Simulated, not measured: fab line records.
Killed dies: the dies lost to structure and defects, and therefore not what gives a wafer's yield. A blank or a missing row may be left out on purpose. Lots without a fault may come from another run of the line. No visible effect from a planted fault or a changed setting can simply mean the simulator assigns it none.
Which tool was responsible? + flow nand_harc + 42 wafers from 14 lots sampled at 5 of the route's 1302 steps

WHAT THE GAUGES SHOWED, per wafer
NHARC_THIN_TSV_CD_MEAS_37.
| lot  | measured     | on        | cd_nm (nm)     |
|------|--------------|-----------|----------------|
| L513 | day 24 01:38 | cd_sem-01 | 5005 4996 5001 |
| L514 | day 24 04:25 | cd_sem-02 | 5005 5002 4997 |
| L515 | day 24 16:56 | cd_sem-03 | 5001 5004 5003 |
| L517 | day 25 05:59 | cd_sem-03 | 5004 5005 5004 |
| L524 | day 29 07:28 | cd_sem-02 | 5000 5001 5004 |
| L525 | day 30 04:28 | cd_sem-01 | 5005 5000 5006 |
| L528 | day 30 05:52 | cd_sem-02 | 5002 5004 4993 |
| L527 | day 30 06:49 | cd_sem-03 | 5001 5003 5008 |
| L530 | day 30 16:31 | cd_sem-03 | 4999 5001 5002 |
| L532 | day 31 12:04 | cd_sem-03 | 4994 4996 4994 |
| L534 | day 32 10:18 | cd_sem-02 | 4994 4998 5001 |
| L533 | day 32 19:14 | cd_sem-03 | 4995 5000 5001 |
| L536 | day 32 20:19 | cd_sem-01 | 5003 5003 5001 |
| L535 | day 33 03:25 | cd_sem-03 | 5003 4995 5000 |

NHARC_END_SORT_01.
| lot  | measured     | on        | defect_limited_yield (%) | killed_at_array | killed_at_other | killed_at_periphery | killed_dies | killed_open | killed_short |
|------|--------------|-----------|--------------------------|-----------------|-----------------|---------------------|-------------|-------------|--------------|
| L525 | day 30 23:59 | prober-02 | 39 90 91                 | 412 69 58       | 0 0 1           | 0 0 2               | 412 69 61   | 1 3 4       | 5 3 4        |
| L527 | day 30 16:12 | prober-02 | 35 36 86                 | 432 432 92      | 0 0 0           | 5 3 3               | 437 435 95  | 4 3 0       | 2 1 3        |

WHICH TOOL RAN EACH LOT (tool, then ch and the chambers of the sampled wafers, then the start)
| lot  | NHARC_A_M0_ECD_22              | NHARC_THIN_TSV_PVD_51                   | NHARC_THIN_TSV_STRIP_56              |
|------|--------------------------------|-----------------------------------------|--------------------------------------|
| L513 | ecd_cu-02 ch 0,1, day 22 19:47 | pvd_sputter-03, day 24 00:50 or earlier | plasma_asher-02 ch 0,1, day 24 00:50 |
| L514 | ecd_cu-01 ch 0,1, day 22 20:32 | pvd_sputter-01, day 24 03:37 or earlier | plasma_asher-02 ch 0,1, day 24 03:37 |
| L515 | ecd_cu-02 ch 0,1, day 23 11:21 | pvd_sputter-01, day 24 16:09 or earlier | plasma_asher-02 ch 0,1, day 24 16:09 |
| L517 | ecd_cu-02 ch 0,1, day 24 00:23 | pvd_sputter-01, day 25 05:10 or earlier | plasma_asher-02 ch 0,1, day 25 05:10 |
| L524 | ecd_cu-02 ch 0,1, day 27 20:25 | pvd_sputter-02, day 29 06:40 or earlier | plasma_asher-01 ch 0,1, day 29 06:40 |
| L525 | ecd_cu-02 ch 0,1, day 28 04:57 | pvd_sputter-02, day 30 03:46 or earlier | plasma_asher-02 ch 0,1, day 30 03:46 |
| L528 | ecd_cu-01 ch 0,1, day 28 17:56 | pvd_sputter-02, day 30 05:07 or earlier | plasma_asher-02 ch 0,1, day 30 05:07 |
| L527 | ecd_cu-02 ch 0,1, day 28 21:47 | pvd_sputter-02, day 30 06:09 or earlier | plasma_asher-02 ch 0,1, day 30 06:09 |
| L530 | ecd_cu-01 ch 0,1, day 29 11:06 | pvd_sputter-02, day 30 15:46 or earlier | plasma_asher-01 ch 0,1, day 30 15:46 |
| L532 | ecd_cu-01 ch 0,1, day 30 04:08 | pvd_sputter-03, day 31 11:16 or earlier | plasma_asher-01 ch 0,1, day 31 11:16 |
| L534 | ecd_cu-01 ch 0,1, day 31 03:58 | pvd_sputter-02, day 32 09:31 or earlier | plasma_asher-02 ch 0,1, day 32 09:31 |
| L533 | ecd_cu-01 ch 0,1, day 31 05:30 | pvd_sputter-03, day 32 18:32 or earlier | plasma_asher-01 ch 0,1, day 32 18:32 |
| L536 | ecd_cu-01 ch 0,1, day 31 12:40 | pvd_sputter-03, day 32 19:31 or earlier | plasma_asher-01 ch 0,1, day 32 19:31 |
| L535 | ecd_cu-02 ch 0,1, day 31 20:34 | pvd_sputter-03, day 33 02:38 or earlier | plasma_asher-02 ch 1, day 33 02:38   |
- NHARC_A_M0_ECD_22: material Cu, target thk 400 nm.
- NHARC_THIN_TSV_PVD_51: deposits Cu, target thk 100 nm.
- NHARC_THIN_TSV_STRIP_56: strips in O2.

WHAT THE TOOLS THEMSELVES READ (means of the sampled wafers that have a number; where no wafer has one, the mark that the record gives instead)
NHARC_THIN_TSV_PVD_51.
| lot  | tool           | throttle_valve_pct (%) |
|------|----------------|------------------------|
| L513 | pvd_sputter-03 | 30.3                   |
| L514 | pvd_sputter-01 | 30.9                   |
| L515 | pvd_sputter-01 | 30.6                   |
| L517 | pvd_sputter-01 | 30.9                   |
| L524 | pvd_sputter-02 | 30.4                   |
| L525 | pvd_sputter-02 | 30.3                   |
| L528 | pvd_sputter-02 | 30.5                   |
| L527 | pvd_sputter-02 | 30.8                   |
| L530 | pvd_sputter-02 | 30.4                   |
| L532 | pvd_sputter-03 | 30.3                   |
| L534 | pvd_sputter-02 | 30.5                   |
| L533 | pvd_sputter-03 | 30.1                   |
| L536 | pvd_sputter-03 | 29.7                   |
| L535 | pvd_sputter-03 | 29.8                   |

NHARC_THIN_TSV_STRIP_56.
| lot  | tool            | drypump_motor_current_A (A) | heater_power_w (W) | temp_c (C) |
|------|-----------------|-----------------------------|--------------------|------------|
| L513 | plasma_asher-02 | 5.5                         | 373                | 250.11     |
| L514 | plasma_asher-02 | 5.5                         | 367                | 249.91     |
| L515 | plasma_asher-02 | 5.5                         | 366                | 249.94     |
| L517 | plasma_asher-02 | 5.5                         | 362                | 249.97     |
| L524 | plasma_asher-01 | 5.6                         | 339                | 249.90     |
| L525 | plasma_asher-02 | 5.5                         | 375                | 249.99     |
| L528 | plasma_asher-02 | 5.3                         | 340                | 250.14     |
| L527 | plasma_asher-02 | 5.5                         | 376                | 250.09     |
| L530 | plasma_asher-01 | 5.2                         | 336                | 250.08     |
| L532 | plasma_asher-01 | 5.2                         | 334                | 250.14     |
| L534 | plasma_asher-02 | 5.3                         | 337                | 250.05     |
| L533 | plasma_asher-01 | 5.2                         | 333                | 250.04     |
| L536 | plasma_asher-01 | 5.2                         | 336                | 249.94     |
| L535 | plasma_asher-02 | 5.8                         | 410                | 249.98     |

THE ANSWER, worked out from the rows above alone
Rule: the usual values come from the lots themselves. Put in order of their means at a reading, lots are off if they are a third of the lots or fewer, leave a main group of 4 or more, and stand apart from it by a gap of 3 or more times the standard deviation of the main group's means; of several such gaps the widest counts. The tables above print the reading to a certain number of digits; a main group whose means all agree to those digits is not used. A lot without any number at a reading at which 4 lots or more have one is off too. Any other lot the step has rows for is counted as sound. First the gauges in route order, then the tools' own readings, where a lot's mean is used as printed above. The first step at which some lot is off is used, and at that step the reading that is off furthest; a lot without a number counts as furthest.
No lot is off on any of the readings shown, so nothing can be concluded from this.

WHAT HAD BEEN PUT IN BY THE SIMULATOR
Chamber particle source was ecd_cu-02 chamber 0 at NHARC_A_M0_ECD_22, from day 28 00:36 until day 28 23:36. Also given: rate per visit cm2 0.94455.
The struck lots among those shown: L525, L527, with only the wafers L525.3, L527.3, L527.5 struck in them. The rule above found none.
